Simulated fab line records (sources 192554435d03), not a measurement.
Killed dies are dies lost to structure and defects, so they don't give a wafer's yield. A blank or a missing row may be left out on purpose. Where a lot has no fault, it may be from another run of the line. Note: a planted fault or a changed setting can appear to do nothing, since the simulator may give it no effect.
A struck lot beside a sound one :: flow n5Finfet :: 19 out of 1938 route steps
Sound: these wafers, L121.1, L121.4, L121.5. Wafers L136.2, L136.3, L136.6 were the ones struck. Last of all comes the cause.
At each step with rows: each side's tool, then ch and its chambers, then its first start. Under that, the readings that differ: sound wafers :: struck wafers :: difference of the means :: sigmas: that difference in standard deviations of wafers without a fault.
alike: words and numbers the same on both sides, and readings whose means are apart by under 2 such deviations; not compared: readings that were withheld, readings missing a value for some wafer, numbers with overlapping values and no deviation given by the record, and bounds like >300 which may hide the same value.
A row with sigmas, a row that says differs or no value, or rows on one side alone: a step with any of these is where the two part. Numbers that have no deviation but don't overlap get no sigmas and don't part them. A reading that every wafer of one side lacks parts them only if that side has two wafers or more.

N5_BEOL_M1_INSPECT_30: inspects for defects (brightfield).
  sound on defectInspect-02, day 7 17:35; struck on defectInspect-02, day 11 07:42
  alike: rawDefectCount
N5_BEOL_M1_DESCUM_33: chemistry O2, time 7 s.
  sound on rieDiel-06 ch 0,2,3, day 7 17:38; struck on rieDiel-06 ch 0,1, day 11 07:44
  alike: drypumpMotorCurrentA, oesProductAu, rfVppV, showerheadPlenumPTorr, throttleValvePct
  not compared: rfHoursCounterH
then, 2 steps without rows for these wafers: N5_BEOL_M1_ETCH_77 (etches underlayer in N2/H2, target depth 6.5 nm, time 5.2 s); N5_BEOL_M1_ETCH_69 (etches SiARC in CF4, target depth 15.6 nm, time 26 s).
N5_BEOL_M1_ALD_98: deposits SiO2, target thk 2.5 nm, pulse time 1 s, co reactant pulse time 1 s.
  sound on aldSin-01 ch 1,3, day 7 17:46; struck on aldSin-02 ch 0,1, day 11 07:52
  alike: heaterPowerOuterW, heaterPowerW, precursorPulseHeightRel
  not compared: sinceWetCleanH
then, 1 step without rows for these wafers: N5_BEOL_M1_ETCHBACK_99 (etches SiO2 in CHF3, target depth 5 nm, time 10.4 s).
N5_BEOL_M1_ETCH_70: etches SOC in N2/H2, target depth 80 nm, overetch 16 nm, time 120 s.
  sound on rieDiel-03 ch 1,2,3, day 8 04:13; struck on rieDiel-03 ch 0,1,3, day 11 08:34
  alike: drypumpMotorCurrentA, h2FlowSccm, oesProductAu, rfFwdPowerW, rfVppV, showerheadPlenumPTorr, throttleValvePct
  not compared: rfHoursCounterH
then, 4 steps without rows for these wafers: N5_BEOL_M1_STRIP_71 (strips in N2/H2); N5_BEOL_M1_STRIP_78 (strips in N2/H2); N5_BEOL_M1_VIA_ETCH_34 (etches the open film in C4F6/O2, target depth 67.8 nm, time 64.4 s); N5_BEOL_M1_STRIP_83 (strips in C4F6/O2).
N5_BEOL_M1_STRIP_36: strips in N2/H2.
  sound on rieDiel-03 ch 1,2,3, day 8 04:22; struck on rieDiel-03 ch 0,1,3, day 11 08:44
  alike: drypumpMotorCurrentA, h2FlowSccm, oesProductAu, rfVppV, showerheadPlenumPTorr, throttleValvePct
  not compared: rfHoursCounterH
N5_BEOL_M1_TRENCH_ETCH_37: etches SiOC in C4F6/O2, target depth 55.207 nm, time 29 s.
  sound on rieDiel-03 ch 1,2,3, day 8 04:25; struck on rieDiel-03 ch 0,1,3, day 11 08:46
reading: rfFwdPowerW (W)
sound: 349.5 351.7 350.0
struck: 264.8 264.5 265.0
difference: -85.6
sigmas: -48

reading: rfVppV (V)
sound: 659 689 667
struck: 768 791 765
difference: +103
sigmas: +11

reading: model.etch.depthNm (nm)
sound: 54.32 55.38 55.17
struck: 48.57 51.24 49.43
difference: -5.21
sigmas: 

reading: model.BEOL_M1.featureDepthNm (nm)
sound: 54.4 55.4 55.2
struck: 48.6 51.2 49.4
difference: -5.3
sigmas: 
  alike: drypumpMotorCurrentA, mfcArSccm, oesProductAu, showerheadPlenumPTorr, throttleValvePct
  not compared: rfHoursCounterH
then, 1 step without rows for these wafers: N5_BEOL_M1_ETCH_41 (etches SiCN in CH3F/O2, target depth 31.9 nm, time 57.8 s).
N5_BEOL_M1_STRIP_97: strips in N2/H2, time 10 s.
  sound: rieDiel-03 ch 1,2,3; struck: rieDiel-03 ch 0,1,3
  alike: drypumpMotorCurrentA, h2FlowSccm, oesProductAu, rfVppV, showerheadPlenumPTorr, throttleValvePct
  not compared: rfHoursCounterH
N5_BEOL_M1_OCD_MEAS_38:
  sound on ocd-01, day 8 04:34; struck on ocd-01, day 11 08:56
reading: trenchDepthNm (nm)
sound: 54.4 55.0 54.9
struck: 48.5 51.6 49.0
difference: -5.1
sigmas: -5
then, 1 step without rows for these wafers: N5_BEOL_M1_HM_STRIP_39 (strips TiN in peroxide tin strip, target depth 25 nm, time 158 s).
-- record jumps: 2 days separate the struck wafers' starts on either side; left off in module BEOL_M1, taken up again in module BEOL_M4, whose first shown step is the route's number 1111 --
N5_BEOL_M4_RC_MEAS_101:
  sound on prober-02 ch 0, day 9 17:20; struck on prober-01 ch 0, day 13 14:33
reading: IOFF_N (nA/um)
sound: 0.14 0.19 0.11
struck: 0.21 0.27 0.20
difference: +0.08
sigmas: +2

reading: SS_N (mV/dec)
sound: 71.4 71.7 70.7
struck: 72.1 73.0 72.6
difference: +1.3
sigmas: +2
  alike: DIBL_N, DIBL_P, IOFF_P, ION_N, ION_P, SS_P, VT_N, VT_P
-- a jump in the record: the struck wafers' starts before and after are 4 days apart (it breaks off in module BEOL_M4 and resumes in module PASSIVATION, where the first step shown is number 1936 of the route) --
N5_PASSIVATION_PROBE_49:
  sound on prober-01, day 14 08:19; struck on prober-02, day 18 01:43
  alike: defectLimitedYield, killed_at_M0_to_M3, killed_at_M4_up, killedAtContacts, killedAtFrontEnd, killedAtOther, killedDies, killedOpen, killedShort, sort_bin_4_leakage, sort_bin_5_function, sort_bin_6_memory, sortNPass, sortYieldPct

WHERE THEY PART
Last at N5_BEOL_M4_RC_MEAS_101 as far as this record goes, first at N5_BEOL_M1_TRENCH_ETCH_37. Later steps at which nothing parts them and some readings are alike: N5_PASSIVATION_PROBE_49.

WHY: the cause the simulator had injected
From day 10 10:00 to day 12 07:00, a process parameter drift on rieDiel-03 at N5_BEOL_M1_TRENCH_ETCH_37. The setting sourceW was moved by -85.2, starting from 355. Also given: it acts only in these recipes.
